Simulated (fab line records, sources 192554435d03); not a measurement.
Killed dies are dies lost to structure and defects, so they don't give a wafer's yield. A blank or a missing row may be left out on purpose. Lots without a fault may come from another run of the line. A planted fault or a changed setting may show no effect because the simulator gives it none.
Which tool did it? | flow n5_finfet | 10 lots, 30 wafers sampled, at 5 steps of a route of 1938

WHAT THE GAUGES READ, wafer by wafer
N5_BEOL_M4_RC_MEAS_101.
lot  | measured     | on        | DIBL_N (mV/V)
L541 | day 9 06:27  | prober-02 | 34.7 31.1 35.3
L542 | day 9 08:56  | prober-02 | 39.0 32.9 37.2
L544 | day 9 10:58  | prober-01 | 34.8 37.2 34.0
L545 | day 10 10:59 | prober-01 | 35.8 36.6 36.7
L548 | day 10 15:20 | prober-01 | 36.0 36.2 37.3
L553 | day 11 20:48 | prober-02 | 38.6 33.9 39.1
L557 | day 12 22:39 | prober-01 | 36.2 37.5 37.8
L558 | day 13 15:20 | prober-01 | 35.9 39.2 35.8
L559 | day 13 15:49 | prober-01 | 40.6 38.2 36.6
L560 | day 14 15:19 | prober-01 | 35.5 32.7 35.4

WHICH TOOL RAN EACH LOT (tool, then ch and the chambers of the sampled wafers, then the start)
lot  | N5_HKMG_FIN_WET_ETCH_18             | N5_HKMG_FIN_STRIP_19                 | N5_HKMG_FIN_STRIP_69                 | N5_HKMG_FIN_ALD_21
L541 | wet_bench-01 ch 0,5,6, day 5 02:59  | plasma_asher-01 ch 0,1, day 5 03:02  | plasma_asher-02 ch 1, day 5 05:12    | ald_metal-03 ch 0,2,3, day 5 05:35
L542 | wet_bench-05 ch 1,5,7, day 5 12:50  | plasma_asher-01 ch 0,1, day 5 12:54  | plasma_asher-02 ch 0,1, day 5 15:11  | ald_metal-03 ch 0,1, day 5 15:34
L544 | wet_bench-01 ch 5,6,7, day 5 18:36  | plasma_asher-01 ch 0,1, day 5 18:40  | plasma_asher-02 ch 0,1, day 5 20:49  | ald_metal-03 ch 1,2, day 5 21:12
L545 | wet_bench-05 ch 4,5,7, day 6 09:52  | plasma_asher-02 ch 0,1, day 6 09:56  | plasma_asher-02 ch 0, day 6 12:16    | ald_metal-04 ch 0,1, day 6 12:48
L548 | wet_bench-01 ch 0,3,5, day 6 16:34  | plasma_asher-02 ch 0,1, day 6 16:38  | plasma_asher-02 ch 0,1, day 6 18:48  | ald_metal-01 ch 1,2,3, day 6 19:11
L553 | wet_bench-05 ch 0,2,6, day 8 01:53  | plasma_asher-02 ch 0,1, day 8 01:57  | plasma_asher-02 ch 0,1, day 8 04:25  | ald_metal-01 ch 0,1,3, day 8 04:47
L557 | wet_bench-03 ch 1,3,4, day 9 00:04  | plasma_asher-02 ch 0,1, day 9 00:15  | plasma_asher-02 ch 0,1, day 9 02:49  | ald_metal-04 ch 0,1,3, day 9 03:04
L558 | wet_bench-03 ch 0,1,6, day 9 09:02  | plasma_asher-02 ch 0,1, day 9 09:13  | plasma_asher-02 ch 0,1, day 9 11:28  | ald_metal-03 ch 0,1,2, day 9 11:44
L559 | wet_bench-05 ch 3,5,7, day 9 10:11  | plasma_asher-01 ch 0,1, day 9 10:15  | plasma_asher-01 ch 0,1, day 9 12:29  | ald_metal-04 ch 1,2,3, day 9 12:52
L560 | wet_bench-01 ch 1,3,5, day 10 01:02 | plasma_asher-01 ch 0,1, day 10 01:06 | plasma_asher-02 ch 0,1, day 10 03:21 | ald_metal-04 ch 1,2,3, day 10 03:44
- N5_HKMG_FIN_WET_ETCH_18: etches TiN in SC1, time 55 s, target depth 5.2 nm, rinse time 30 s.
- N5_HKMG_FIN_STRIP_19: strips in N2/H2, time 360 s.
- N5_HKMG_FIN_STRIP_69: strips in N2/H2, time 360 s.
- N5_HKMG_FIN_ALD_21: deposits TiN, target thk 1.5 nm, pulse time 1 s, purge time 3 s.

THE ANSWER, worked out from the rows above alone
Rule: what is usual is taken from the lots themselves. Put in order of their means at a reading, lots are off if they are a third of the lots or fewer, leave a main group of 4 or more, and stand apart from it by a gap of 3 or more times the standard deviation of the main group's means; of several such gaps the widest counts. A main group whose means are all the same, to the digits that the tables above print for the reading, isn't used. A lot without any number at a reading at which 4 lots or more have one is off too. The other lots that the step has rows for count as sound.
No lot is off at any reading shown: from this, nothing can be told.

WHAT THE SIMULATOR HAD PUT IN
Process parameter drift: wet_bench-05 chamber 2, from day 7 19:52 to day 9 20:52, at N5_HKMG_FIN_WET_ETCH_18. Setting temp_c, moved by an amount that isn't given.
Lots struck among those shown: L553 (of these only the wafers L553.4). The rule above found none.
